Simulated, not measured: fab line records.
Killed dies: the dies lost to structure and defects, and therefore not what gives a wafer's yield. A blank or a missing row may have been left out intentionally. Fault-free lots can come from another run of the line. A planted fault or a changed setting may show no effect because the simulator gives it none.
fab line records	flow nand-harc
[record] lots = 5	wafers = 15	last-day = 23
route steps=1159 shown P_M2@332 END@1159
lots that met no fault: taken from a fault-free run of the same line
start-h: hours from the record's first day to the start of the lot's first wafer shown	wait-h: hours from the lot's prior step to this one	" same as the row above	L1.1+2: several wafers, shown together as one row	- no value, or no start was given	* or withheld: withheld	< > ~ a bound
route shown NAME@n: names a module that has steps shown in the file, with the first one's number in the route	usual: mean/standard deviation of fault-free wafers	same: alike in all rows	chamber/n: place in a boat	sites: the reading at each site	_std_site: the standard deviation of these	_edge_site: outer sites' mean less inner sites'	radius-mm: how far each site lies from the wafer's centre	mask NAME#n: copy n	behind: tool/chamber where the wafer was last shaped	hold: why the lot was held/for how many hours/how that ended	device: which transistor (n, p or np) failed to switch	end of line: tests run on the same wafers once the route is complete	a step with no rows: only its recipe	killed: the dies lost at the first sort to structure and to defects; this is not the yield of the wafer	map: the dies of a wafer, with x for killed, . for not killed, _ for no die there
set.NAME: setting as actually run; set.NAME@STEP: the setting as run at that earlier step	model.NAME: the simulator's own value behind a step, which no gauge read
lots at some steps of the route; a table a step, a row a wafer
services: from which hour (start-h, from the record's first day; less than 0 if before it) a tool's chamber was out of use, for how many hours, and why
[[steps]]
[step NHARC_P_M2_ETCH_35]
[recipe] target-depth-a = 400	overetch-a = 120	time-s = 43.94	ion-energy-ev = 200	n2-flow-sccm = 150	h2-flow-sccm = 150	ar-flow-sccm = 0	rf-w = 400	bias-w = 150	chemistry = N2/H2
[step NHARC_P_M2_ETCH_15]
[recipe] target-depth-a = 1825	time-s = 91.2	c4f8-flow-sccm = withheld	ar-flow-sccm = 400	rf-w = 600	bias-w = 300	chemistry = C4F8/Ar
[usual] oes-product-au = 0.949/0.025	rf-vpp-V = 441.0/2.6
[same] time-s = 91.2
lot.wafer	tool	chamber	start-h	wait-h	oes-product-au	rf-hours-counter-h	rf-vpp-V
L766.2	rie-diel-03	1	-	-	0.952	4	442.9
L766.3	"	3	"	"	0.935	2	443.8
L766.4	"	0	"	"	0.959	3	437.2
L767.1	rie-diel-06	0	-	-	0.905	25	439.0
L767.2	"	1	"	"	0.925	24	436.3
L767.4	"	2	"	"	0.922	30	442.1
L770.4	rie-diel-03	1	-	-	0.983	5	441.6
L770.3	"	3	"	"	0.961	3	443.8
L770.5	"	1	"	"	0.974	-	442.2
L776.1	rie-diel-03	3	-	-	0.965	4	444.1
L776.3	"	1	"	"	0.960	6	442.4
L776.5	"	0	"	"	0.972	-	438.9
L783.3	rie-diel-03	0	-	-	0.992	0	438.6
L783.4	"	2	"	"	0.974	0	440.1
L783.6	"	0	"	"	0.984	-	437.9
[step NHARC_P_M2_CD_MEAS_16]
[usual] cd-nm = 169.6/0.97
lot.wafer	tool	chamber	start-h	wait-h	cd-nm
L766.2	cd-sem-02	-	138.72	-	169.4
L766.3	"	-	"	"	168.2
L766.4	"	-	"	"	169.0
L767.1	cd-sem-03	-	149.36	-	169.9
L767.2	"	-	"	"	169.2
L767.4	"	-	"	"	168.6
L770.3	cd-sem-03	-	157.13	-	169.0
L770.4	"	-	"	"	168.8
L770.5	"	-	"	"	169.2
L776.1	cd-sem-03	-	190.07	-	170.8
L776.3	"	-	"	"	169.5
L776.5	"	-	"	"	169.2
L783.3	cd-sem-02	-	232.34	-	170.2
L783.4	"	-	"	"	170.5
L783.6	"	-	"	"	170.0
[step NHARC_P_M2_STRIP_18]
[recipe] power-w = 1000	n2-flow-sccm = 150	h2-flow-sccm = 150	ar-flow-sccm = 0	bias-w = 0	chemistry = N2/H2
[usual] drypump-motor-current-A = 5.8/0.38	oes-product-au = 1.000/0.0088	rf-vpp-V = 90.7/0.92	showerhead-plenum-p-Torr = 2.04/0.09	throttle-valve-pct = 14.170/0.0087
lot.wafer	tool	chamber	start-h	wait-h	drypump-motor-current-A	oes-product-au	rf-hours-counter-h	rf-vpp-V	showerhead-plenum-p-Torr	throttle-valve-pct
L766.3	rie-diel-03	0	138.79	0.1	5.7	1.006	3	89.6	1.92	14.160
L766.2	"	1	"	"	5.0	1.000	4	92.1	2.10	14.163
L766.4	"	2	"	"	6.1	1.003	4	90.7	1.97	14.174
L767.2	rie-diel-03	3	149.44	0.1	5.9	0.993	3	92.1	2.14	14.161
L767.1	"	0	"	"	5.7	1.004	4	89.0	1.92	14.162
L767.4	"	2	"	"	6.1	1.009	4	89.5	1.97	14.163
L770.4	rie-diel-03	1	157.22	0.1	5.1	0.997	5	90.5	2.10	14.176
L770.3	"	2	"	"	6.1	1.007	4	91.0	1.97	14.168
L770.5	"	2	"	"	6.1	1.011	-	91.5	1.97	14.159
L776.3	rie-diel-03	1	190.17	0.1	5.1	0.997	6	91.6	2.10	14.173
L776.1	"	2	"	"	6.1	1.003	5	90.4	1.97	14.159
L776.5	"	1	"	"	5.1	0.987	-	91.0	2.10	14.166
L783.3	rie-diel-03	0	232.47	0.1	5.7	1.015	0	88.9	1.92	14.174
L783.4	"	1	"	"	5.0	0.987	0	90.5	2.10	14.182
L783.6	"	2	"	"	6.1	1.001	-	90.4	1.97	14.182
[step NHARC_P_M2_ETCH_28]
[recipe] target-depth-a = 300	over-etch-frac = 0.3	time-s = 72.99	ion-energy-ev = 150	cf4-flow-sccm = 50	n2-flow-sccm = 100	ar-flow-sccm = 150	rf-w = 300	bias-w = 100	chemistry = CF4/N2
[usual] drypump-motor-current-A = 5.8/0.39	oes-product-au = 0.999/0.0089	rf-vpp-V = 314.2/1.9	showerhead-plenum-p-Torr = 2.63/0.11	throttle-valve-pct = 19.793/0.0086
[same] time-s = 72.99
lot.wafer	tool	chamber	start-h	wait-h	drypump-motor-current-A	oes-product-au	rf-hours-counter-h	rf-vpp-V	showerhead-plenum-p-Torr	throttle-valve-pct
L766.2	rie-diel-03	1	-	-	5.0	0.990	4	314.4	2.70	19.800
L766.3	"	2	"	"	6.1	0.993	4	312.5	2.55	19.782
L766.4	"	0	"	"	5.7	1.007	4	312.3	2.49	19.788
L767.1	rie-diel-03	1	-	-	5.1	0.989	4	314.6	2.70	19.777
L767.2	"	2	"	"	6.1	1.002	4	312.5	2.55	19.797
L767.4	"	3	"	"	5.9	0.996	3	314.6	2.74	19.779
L770.3	rie-diel-03	3	-	-	5.9	0.999	3	315.1	2.74	19.787
L770.4	"	2	"	"	6.1	1.008	4	313.7	2.55	19.784
L770.5	"	3	"	"	5.9	0.988	-	316.8	2.74	19.798
L776.1	rie-diel-03	3	-	-	5.9	1.006	4	316.6	2.74	19.792
L776.3	"	0	"	"	5.7	1.014	6	311.5	2.49	19.788
L776.5	"	2	"	"	6.1	1.014	-	313.7	2.55	19.795
L783.3	rie-diel-03	1	-	-	5.1	0.988	0	316.4	2.70	19.796
L783.4	"	0	"	"	5.7	1.012	0	312.6	2.49	19.775
L783.6	"	2	"	"	6.1	1.010	-	312.8	2.54	19.797
[step NHARC_P_M2_STRIP_19]
[recipe] time-s = 600	temp-c = 30	chemistry = post-etch-residue-remover
[step NHARC_P_M2_DEGAS_29]
[recipe] temp-c = 250	time-s = 60
[usual] heater-power-w = 317/38
[same] time-s = 60
lot.wafer	tool	chamber	start-h	wait-h	heater-power-w
L766.4	pvd-sputter-01	-	139.43	-	313
L766.2	"	-	"	"	277
L766.3	"	-	"	"	326
L767.4	pvd-sputter-01	-	150.09	-	336
L767.2	"	-	"	"	262
L767.1	"	-	"	"	317
L770.3	pvd-sputter-03	-	157.86	-	290
L770.4	"	-	"	"	376
L770.5	"	-	"	"	296
L776.1	pvd-sputter-03	-	190.79	-	346
L776.3	"	-	"	"	296
L776.5	"	-	"	"	329
L783.3	pvd-sputter-01	-	233.07	-	278
L783.4	"	-	"	"	333
L783.6	"	-	"	"	285
[step NHARC_P_M2_PRE_CLEAN_30]
[recipe] time-s = 30	temp-c = 280	gas = H2/He
[step NHARC_P_M2_PVD_20]
[recipe] target-thk-a = 50	bias-v = 168.6	power-w = 15000	chamber-pressure-pa = 0.12	time-s = 8.06	substrate-temp-c = 50	material = TaN
[usual] throttle-valve-pct = 30.1/0.98
[same] time-s = 8.06
lot.wafer	tool	chamber	start-h	wait-h	throttle-valve-pct
L766.4	pvd-sputter-01	-	-	-	32.0
L766.2	"	-	"	"	29.8
L766.3	"	-	"	"	30.6
L767.1	pvd-sputter-01	-	-	-	32.1
L767.4	"	-	"	"	29.2
L767.2	"	-	"	"	30.9
L770.4	pvd-sputter-03	-	-	-	28.9
L770.3	"	-	"	"	29.8
L770.5	"	-	"	"	30.2
L776.3	pvd-sputter-03	-	-	-	30.0
L776.1	"	-	"	"	30.5
L776.5	"	-	"	"	28.8
L783.3	pvd-sputter-01	-	-	-	30.0
L783.4	"	-	"	"	29.6
L783.6	"	-	"	"	29.8
[step NHARC_P_M2_PVD_21]
[recipe] target-thk-a = 300	chamber-pressure-pa = 5	power-w = 5000	substrate-temp-c = 30	time-s = 20.49	material = Cu
[step NHARC_P_M2_ECD_22]
[recipe] target-thk-a = 4000	bath-temp-c = 25	material = Cu
[step NHARC_P_M2_ANNEAL_31]
[recipe] temp-c = 225	time-s = 90
[step NHARC_P_M2_CMP_23]
[recipe] t-overpolish-s = 20	target-thk-nm = 144.3
[usual] motor-current-A = 12.5/1.4	time-to-endpoint-s = 29.1/2.5
lot.wafer	tool	chamber	start-h	wait-h	motor-current-A	time-to-endpoint-s
L766.2	cmp-03	1	140.71	-	14.2	25.3
L766.3	"	2	"	"	13.4	29.7
L766.4	"	3	"	"	9.5	29.2
L767.1	cmp-02	2	151.18	-	10.6	27.7
L767.4	"	0	"	"	13.7	26.2
L767.2	"	1	"	"	9.8	29.1
L770.3	cmp-02	1	159.52	-	10.8	23.0
L770.4	"	0	"	"	13.4	24.8
L770.5	"	2	"	"	11.1	22.8
L776.3	cmp-02	2	191.87	-	12.0	30.0
L776.1	"	1	"	"	11.0	26.5
L776.5	"	3	"	"	11.9	30.2
L783.4	cmp-03	2	234.34	-	13.4	29.6
L783.3	"	3	"	"	9.6	36.7
L783.6	"	1	"	"	14.6	36.6
[step NHARC_P_M2_THK_MEAS_24]
[recipe] thk-meas-gauge = xrf
[usual] thk-nm = 144.3/1.4
lot.wafer	tool	chamber	start-h	wait-h	thk-nm
L766.2	film-metro-01	-	141.00	-	142.4
L766.3	"	-	"	"	145.8
L766.4	"	-	"	"	143.2
L767.1	film-metro-01	-	151.50	-	142.8
L767.2	"	-	"	"	141.8
L767.4	"	-	"	"	144.0
L770.3	film-metro-01	-	159.83	-	143.1
L770.4	"	-	"	"	144.3
L770.5	"	-	"	"	142.9
L776.1	film-metro-01	-	192.19	-	143.2
L776.3	"	-	"	"	146.3
L776.5	"	-	"	"	144.6
L783.3	film-metro-02	-	234.60	-	147.8
L783.4	"	-	"	"	145.6
L783.6	"	-	"	"	149.1
[step NHARC_P_M2_SRD_25]
[step NHARC_P_M2_INSPECT_27]
[usual] raw-defect-count = 352/140
lot.wafer	tool	chamber	start-h	wait-h	raw-defect-count
L766.2	defect-inspect-02	-	141.15	0.0	536
L766.3	"	-	"	"	330
L766.4	"	-	"	"	416
L767.1	defect-inspect-02	-	151.65	0.0	307
L767.2	"	-	"	"	366
L767.4	"	-	"	"	365
L770.3	defect-inspect-01	-	159.99	0.0	377
L770.4	"	-	"	"	405
L770.5	"	-	"	"	585
L776.1	defect-inspect-02	-	192.34	0.0	507
L776.3	"	-	"	"	322
L776.5	"	-	"	"	381
L783.3	defect-inspect-01	-	234.76	0.0	4582
L783.4	"	-	"	"	293
L783.6	"	-	"	"	4648
[step NHARC_P_M2_PRE_CLEAN_32]
[recipe] time-s = 12	temp-c = 370	rf-power-w = 300	gas = NH3
[step NHARC_END_SORT_01]
[recipe] temp-c = 25
[usual] defect-limited-yield = 95.4/1.5	killed-at-array = 28/10	killed-at-other = 0.5/0.82	killed-at-periphery = 3.4/2.2	killed-dies = 31/10	killed-open = 3.4/1.9	killed-short = 1.9/1.3	sort_bin_2_pct = 1.5/0.6	sort_bin_3_pct = 0.29/0.24	sort_bin_4_pct = 2.9/0.97	sort-n-pass = 646/10	sort-rim-yield-pct = 94.7/3	sort-yield-pct = 95.4/1.5
[same] gross-dies = 677	sort_bin_5_pct[%] = 0	sort_bin_6_pct[%] = 0	sort_bin_7_pct[%] = 0	sort_bin_8_pct[%] = 0	sort-rim-n-gross = 106.00
lot.wafer	tool	chamber	start-h	wait-h	defect-limited-yield[%]	killed-at-array	killed-at-other	killed-at-periphery	killed-dies	killed-open	killed-short	sort_bin_2_pct[%]	sort_bin_3_pct[%]	sort_bin_4_pct[%]	sort-n-pass	sort-rim-yield-pct[%]	sort-yield-pct[%]
L767.1	prober-02	0	466.29	2.5	94.7	29	0	7	36	4	2	1.9	0.15	3.2	641	95.3	94.7
L767.2	prober-02	0	467.08	2.8	96.6	17	1	5	23	3	0	0.9	0	2.5	654	94.3	96.6
L767.4	prober-02	0	468.66	3.4	96.8	14	0	8	22	3	1	0.7	0.15	2.4	655	95.3	96.8
L766.2	prober-02	0	474.79	2.8	97.3	17	0	1	18	2	1	0.9	0	1.8	659	99.1	97.3
L766.3	prober-02	0	475.60	3.1	95.6	26	0	4	30	3	2	1.2	0.30	3.0	647	96.2	95.6
L766.4	prober-02	0	476.40	3.4	96.2	20	0	6	26	7	1	1.2	0.15	2.5	651	96.2	96.2
L770.3	prober-01	0	482.10	3.1	95.9	22	0	6	28	6	2	1.3	0.15	2.7	649	93.4	95.9
L770.4	prober-01	0	482.88	3.3	96.8	20	0	2	22	2	1	1.2	0.15	1.9	655	98.1	96.8
L770.5	prober-01	0	483.65	3.6	96.9	19	0	2	21	4	3	0.6	0.59	1.9	656	92.5	96.9
L776.1	prober-01	0	507.59	2.5	97.5	16	0	1	17	2	1	0.6	0.15	1.8	660	96.2	97.5
L776.3	prober-01	0	509.19	3.1	96.3	25	0	0	25	2	2	1.2	0.30	2.2	652	95.3	96.3
L776.5	prober-01	0	510.79	3.7	95.7	28	0	1	29	5	1	1.3	0.15	2.8	648	90.6	95.7
L783.3	prober-01	0	547.18	3.1	0	45	0	632	677	5	0	3.0	93.50	3.5	0	0	0
L783.4	prober-01	0	547.99	3.4	93.9	38	0	3	41	3	2	1.9	0.74	3.4	636	94.3	93.9
L783.6	prober-01	0	549.60	4.0	0	45	0	632	677	6	1	2.1	93.80	4.1	0	0	0
// killed by level:class
L767.1 A_CHANNEL_HOLE_D1:chamber-film-flake=15 A_STAIRCASE:chamber-film-flake=4 A_CONTACT:geometric-particle:open=3 P_ZERO_WELL:chamber-film-flake=3 P_STI:chamber-film-flake=2 A_CHANNEL_FILL_D1:chamber-film-flake=2 P_CONTACT:geometric-particle:short=1 A_SOURCE_PLATE:geometric-particle:short=1
L767.2 A_CHANNEL_HOLE_D1:chamber-film-flake=10 A_CHANNEL_FILL_D1:chamber-film-flake=4 P_ZERO_WELL:chamber-film-flake=3 P_M0:geometric-particle:open=1 A_ONON_D1:geometric-particle:open=1 A_CHANNEL_HOLE_D1:geometric-particle:open=1 P_STI:chamber-film-flake=1 A_CONTACT:chamber-film-flake=1
L767.4 P_STI:chamber-film-flake=5 A_CHANNEL_HOLE_D1:chamber-film-flake=4 A_CONTACT:chamber-film-flake=4 A_STAIRCASE:chamber-film-flake=3 P_M0:geometric-particle:open=1 A_CHANNEL_FILL_D1:geometric-particle:open=1 A_WL_FILL:geometric-particle:short=1 A_BLC:geometric-particle:open=1
L766.2 A_CHANNEL_HOLE_D1:chamber-film-flake=11 A_WL_FILL:chamber-film-flake=2 A_CHANNEL_FILL_D1:geometric-particle:open=1 A_CONTACT:geometric-particle:short=1 A_CONTACT:geometric-particle:open=1 P_GATE:chamber-film-flake=1 A_CHANNEL_FILL_D1:chamber-film-flake=1
L766.3 A_CHANNEL_HOLE_D1:chamber-film-flake=17 A_STAIRCASE:chamber-film-flake=2 P_CONTACT:geometric-particle:short=1 P_M1:geometric-particle:open=1 A_ONON_D1:geometric-particle:open=1 A_CHANNEL_FILL_D1:geometric-particle:short=1 A_CONTACT:geometric-particle:open=1 P_GATE:chamber-film-flake=1
L766.4 A_CHANNEL_HOLE_D1:chamber-film-flake=11 A_CONTACT:chamber-film-flake=3 P_STI:geometric-particle:open=2 P_CONTACT:geometric-particle:open=2 A_CONTACT:geometric-particle:open=2 A_CHANNEL_HOLE_D1:geometric-particle:short=1 A_STAIRCASE:geometric-particle:open=1 P_ZERO_WELL:chamber-film-flake=1
L770.3 A_SLIT:chamber-film-flake=7 A_CONTACT:chamber-film-flake=5 P_CONTACT:geometric-particle:open=3 A_CHANNEL_HOLE_D1:chamber-film-flake=3 A_M1:chamber-film-flake=2 P_GATE:geometric-particle:short=1 A_ONON_D1:geometric-particle:open=1 A_ONON_D1:geometric-particle:short=1
L770.4 A_SLIT:chamber-film-flake=9 A_CONTACT:chamber-film-flake=4 A_CHANNEL_HOLE_D1:chamber-film-flake=2 A_STAIRCASE:chamber-film-flake=2 P_CONTACT:geometric-particle:open=1 A_M0:geometric-particle:short=1 A_M0:geometric-particle:open=1 P_ZERO_WELL:chamber-film-flake=1
L770.5 A_SLIT:chamber-film-flake=6 A_CONTACT:chamber-film-flake=6 A_CONTACT:geometric-particle:open=2 P_CONTACT:geometric-particle:open=1 P_BONDPAD:geometric-particle:short=1 A_ONON_D1:geometric-particle:open=1 A_ONON_D1:geometric-particle:short=1 A_CHANNEL_HOLE_D1:geometric-particle:short=1
L776.1 A_SLIT:chamber-film-flake=7 A_CONTACT:chamber-film-flake=3 A_CHANNEL_HOLE_D1:chamber-film-flake=2 A_STAIRCASE:chamber-film-flake=2 P_M0:geometric-particle:open=1 A_SGD_CUT:geometric-particle:short=1 A_CONTACT:geometric-particle:open=1
L776.3 A_STAIRCASE:chamber-film-flake=6 A_SLIT:chamber-film-flake=6 A_CONTACT:chamber-film-flake=4 A_CONTACT:geometric-particle:open=2 A_CHANNEL_HOLE_D1:chamber-film-flake=2 A_ONON_D1:geometric-particle:short=1 A_M1:geometric-particle:short=1 A_ZERO_WELL:chamber-film-flake=1
L776.5 A_STAIRCASE:chamber-film-flake=8 A_CHANNEL_HOLE_D1:chamber-film-flake=7 A_CONTACT:chamber-film-flake=5 A_SLIT:chamber-film-flake=3 A_CONTACT:geometric-particle:open=2 P_GATE:geometric-particle:open=1 A_ONON_D1:geometric-particle:open=1 A_M0:geometric-particle:open=1
L783.3 P_M2:area-cmp=630 A_CHANNEL_HOLE_D1:chamber-film-flake=20 A_SLIT:chamber-film-flake=17 A_STAIRCASE:chamber-film-flake=3 P_CONTACT:geometric-particle:open=1 A_ONON_D1:geometric-particle:open=1 A_STAIRCASE:geometric-particle:open=1 A_M0:geometric-particle:open=1
L783.4 A_CHANNEL_HOLE_D1:chamber-film-flake=19 A_SLIT:chamber-film-flake=9 A_CONTACT:chamber-film-flake=4 A_STAIRCASE:chamber-film-flake=3 A_CONTACT:geometric-particle:open=2 P_M0:geometric-particle:open=1 P_M2:geometric-particle:short=1 A_WL_FILL:geometric-particle:short=1
L783.6 P_M2:area-cmp=632 A_SLIT:chamber-film-flake=18 A_CHANNEL_HOLE_D1:chamber-film-flake=15 A_STAIRCASE:chamber-film-flake=3 A_ONON_D1:geometric-particle:open=2 A_CONTACT:chamber-film-flake=2 A_SGD_CUT:geometric-particle:open=1 A_CONTACT:geometric-particle:short=1
// map L783.3 (x killed, . not)
____________x____________
_________xxxxxxx_________
_______xxxxxxxxxxx_______
______xxxxxxxxxxxxx______
_____xxxxxxxxxxxxxxx_____
____xxxxxxxxxxxxxxxxx____
____xxxxxxxxxxxxxxxxx____
___xxxxxxxxxxxxxxxxxxx___
___xxxxxxxxxxxxxxxxxxx___
__xxxxxxxxxxxxxxxxxxxxx__
__xxxxxxxxxxxxxxxxxxxxx__
_xxxxxxxxxxxxxxxxxxxxxxx_
_xxxxxxxxxxxxxxxxxxxxxxx_
_xxxxxxxxxxxxxxxxxxxxxxx_
_xxxxxxxxxxxxxxxxxxxxxxx_
_xxxxxxxxxxxxxxxxxxxxxxx_
xxxxxxxxxxxxxxxxxxxxxxxxx
xxxxxxxxxxxxxxxxxxxxxxxxx
xxxxxxxxxxxxxxxxxxxxxxxxx
xxxxxxxxxxxxxxxxxxxxxxxxx
xxxxxxxxxxxxxxxxxxxxxxxxx
_xxxxxxxxxxxxxxxxxxxxxxx_
_xxxxxxxxxxxxxxxxxxxxxxx_
_xxxxxxxxxxxxxxxxxxxxxxx_
_xxxxxxxxxxxxxxxxxxxxxxx_
_xxxxxxxxxxxxxxxxxxxxxxx_
__xxxxxxxxxxxxxxxxxxxxx__
__xxxxxxxxxxxxxxxxxxxxx__
___xxxxxxxxxxxxxxxxxxx___
___xxxxxxxxxxxxxxxxxxx___
____xxxxxxxxxxxxxxxxx____
____xxxxxxxxxxxxxxxxx____
_____xxxxxxxxxxxxxxx_____
______xxxxxxxxxxxxx______
_______xxxxxxxxxxx_______
_________xxxxxxx_________
____________x____________
// map L766.3 (x killed, . not)
____________.____________
_________......._________
_______..........._______
______.............______
_____..............._____
____.x...............____
____............x....____
___..x................___
___..x................___
__............x........__
__.....................__
_......x................_
_......................._
_......................._
_......................._
_......................._
.........................
.......................x.
...............x.........
.....x...................
.........................
_.................x....._
_............x.........x_
_......................._
_.....xx................_
_......x................_
__.....x...............__
__....xxx..............__
___..xx.xx............___
___x...x..............___
____...xx............____
____.x...............____
_____..............._____
______...x.........______
_______...x......._______
_________......._________
____________.____________
[[services]]
tool	chamber	start-h	hours	kind
cmp-03	-	115.39	3.5	repair
rie-diel-03	0	120.80	-	clean
rie-diel-03	1	120.80	-	clean
rie-diel-03	2	120.80	-	clean
rie-diel-03	3	120.80	-	clean
cmp-02	-	124.01	1.4	repair
rie-diel-06	1	134.09	5.1	repair
cmp-02	-	134.73	4.0	pm
rie-diel-03	0	145.30	-	clean
rie-diel-03	1	145.30	-	clean
rie-diel-03	2	145.30	-	clean
rie-diel-03	3	145.30	-	clean
cmp-03	-	156.43	4.0	pm
pvd-sputter-01	-	158.10	10.0	pm
cmp-03	-	162.41	1.1	repair
rie-diel-03	0	169.80	-	clean
rie-diel-03	1	169.80	-	clean
rie-diel-03	2	169.80	-	clean
rie-diel-03	3	169.80	-	clean
rie-diel-03	-	196.60	0.2	repair
cmp-03	-	209.43	0.3	repair
rie-diel-03	-	215.30	9.0	pm
cmp-02	-	227.41	0.3	repair
cmp-02	-	232.73	4.0	pm
[[key]]
[first-sign] step = NHARC_P_M2_CMP_23	reading = time-to-endpoint-s	direction = up	sigmas = 3	usual = *	struck = *
[effect] step = NHARC_P_M2_THK_MEAS_24	reading = thk-nm	direction = up	sigmas = 2.9	usual = 144.3	struck = 148.5
[effect] step = NHARC_P_M2_INSPECT_27	reading = raw-defect-count	direction = up	sigmas = 31	usual = 352	struck = 4615
[effect] step = NHARC_END_SORT_01	reading = sort_bin_3_pct	direction = up	sigmas = 99+	usual = 0.29	struck = 93.65
[more-kills-born-at] NHARC_P_M2_CMP_23@cmp-03 = 1262
met-at NHARC_P_M2_CMP_23
struck-wafers L783.3,L783.6
later-rows-left-out L783.3,L783.6
onset-between 140.71 234.34
[fault] kind = process-parameter-drift	tool = cmp-03	chamber = -	onset-h = 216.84	steps = NHARC_P_M2_CMP_23	channel = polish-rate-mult	offset = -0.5	shape = step	end-h = 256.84	scope = struck-wafers-only
// later-rows-left-out: the simulator's readings of these wafers behind a module that went badly wrong aren't trusted and aren't shown, but for the sort
